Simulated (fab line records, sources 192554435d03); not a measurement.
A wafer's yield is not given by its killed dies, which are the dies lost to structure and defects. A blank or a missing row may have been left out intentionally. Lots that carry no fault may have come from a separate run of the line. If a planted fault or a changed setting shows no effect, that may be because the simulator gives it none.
Matching of chambers ; flow n5_finfet ; 3 sister chambers for N5_BEOL_M0_CO_CAP_123 on cvd_co-01
The step material Co, precursor CCTBA/H2, target thk 2 nm, time 102.1 s. 14 wafers are shown with their chamber, then 7 later ones without.

== WAFERS, EACH WITH ITS CHAMBER ==
wafer;chamber;heater_power_w (W)
L731.2;0;236
L731.4;0;239
L731.6;0;241
L734.2;2;201
L734.3;0;237
L734.5;0;235
L741.1;0;241
L741.4;2;202
L741.5;1;248
L743.1;2;198
L743.2;0;242
L743.5;0;244
L747.2;0;237
L747.5;2;202

SIGNATURES, as means of the wafers listed above
reading;chamber 0;chamber 1;chamber 2;scatter within a chamber
heater_power_w;239.11;248.00;200.75;2.79
Rule: for a wafer and a chamber, the distance is found by dividing, reading by reading, the gap between the wafer's reading and the chamber's mean by the reading's scatter, squaring, summing and taking the root. The wafer belongs to the nearest chamber; if the next one is less than 2 further off, it can't be placed. The scatter: take each reading less its chamber's mean, square it, sum over the shown wafers, divide by the number of wafers less the number of chambers, and take the root.

== WAFERS WITH NO CHAMBER GIVEN ==
wafer;heater_power_w (W)
L747.6;241
L749.2;237
L749.4;207
L749.6;251
L752.1;245
L752.3;238
L752.4;207

== EACH ONE'S CHAMBER ==
wafer;from the rows above;in truth
L747.6;can't be placed: 0 or 1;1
L749.2;0;0
L749.4;2;2
L749.6;1;1
L752.1;can't be placed: 1 or 0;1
L752.3;0;0
L752.4;2;2
Correct placement for 5 of the 7. Cannot be placed on the basis of these rows: 2; the candidates contain the true chamber in 2. 0 placed wrongly.
